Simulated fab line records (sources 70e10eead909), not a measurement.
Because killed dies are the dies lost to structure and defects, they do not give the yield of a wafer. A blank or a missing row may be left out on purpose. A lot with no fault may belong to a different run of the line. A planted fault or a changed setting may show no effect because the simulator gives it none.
What tool caused it? || flow nand harc || 12 lots, 36 wafers sampled, at 1 step of a route of 1302

== WHAT EACH GAUGE READ, for each wafer ==
NHARC_A_BLC_CD_MEAS_10 targets a cd of 100 nm.
{"lot": "L077", "measured": "day 23 03:37", "on": "cd sem-02", "cd nm (nm)": "100.1 99.2 99.4"}
{"lot": "L078", "measured": "day 23 11:41", "on": "cd sem-02", "cd nm (nm)": "101.2 100.3 100.8"}
{"lot": "L081", "measured": "day 24 11:07", "on": "cd sem-01", "cd nm (nm)": "100.3 100.1 98.5"}
{"lot": "L080", "measured": "day 24 14:53", "on": "cd sem-02", "cd nm (nm)": "99.9 99.7 100.5"}
{"lot": "L082", "measured": "day 25 23:44", "on": "cd sem-01", "cd nm (nm)": "99.1 101.3 100.0"}
{"lot": "L084", "measured": "day 27 09:40", "on": "cd sem-02", "cd nm (nm)": "100.6 99.9 100.3"}
{"lot": "L087", "measured": "day 28 14:29", "on": "cd sem-03", "cd nm (nm)": "100.6 99.3 99.6"}
{"lot": "L088", "measured": "day 28 18:57", "on": "cd sem-01", "cd nm (nm)": "100.1 100.0 100.0"}
{"lot": "L091", "measured": "day 29 02:29", "on": "cd sem-02", "cd nm (nm)": "101.0 100.9 100.3"}
{"lot": "L093", "measured": "day 30 15:01", "on": "cd sem-01", "cd nm (nm)": "100.0 99.1 99.6"}
{"lot": "L096", "measured": "day 31 18:17", "on": "cd sem-02", "cd nm (nm)": "99.7 100.4 99.5"}
{"lot": "L097", "measured": "day 32 12:53", "on": "cd sem-02", "cd nm (nm)": "99.1 99.4 100.5"}

== EACH LOT AND THE TOOL THAT RAN IT (in order: tool; ch and the chambers of the sampled wafers; start) ==
The record holds no process step before these readings.

== THE ANSWER, worked out from the rows above alone ==
Rule: the lots themselves supply what counts as usual. Put in order of their means at a reading, lots are off if they are a third of the lots or fewer, leave a main group of 4 or more, and stand apart from it by a gap of 3 or more times the standard deviation of the main group's means; of several such gaps the widest counts. A main group whose means are all the same, to the digits that the tables above print for the reading, isn't used. A lot without any number at a reading at which 4 lots or more have one is off too. Where the step has rows for the other lots, those lots are counted as sound.
No lot is off on any of the readings shown, so nothing can be concluded from this.

== WHAT THE SIMULATOR PUT IN ==
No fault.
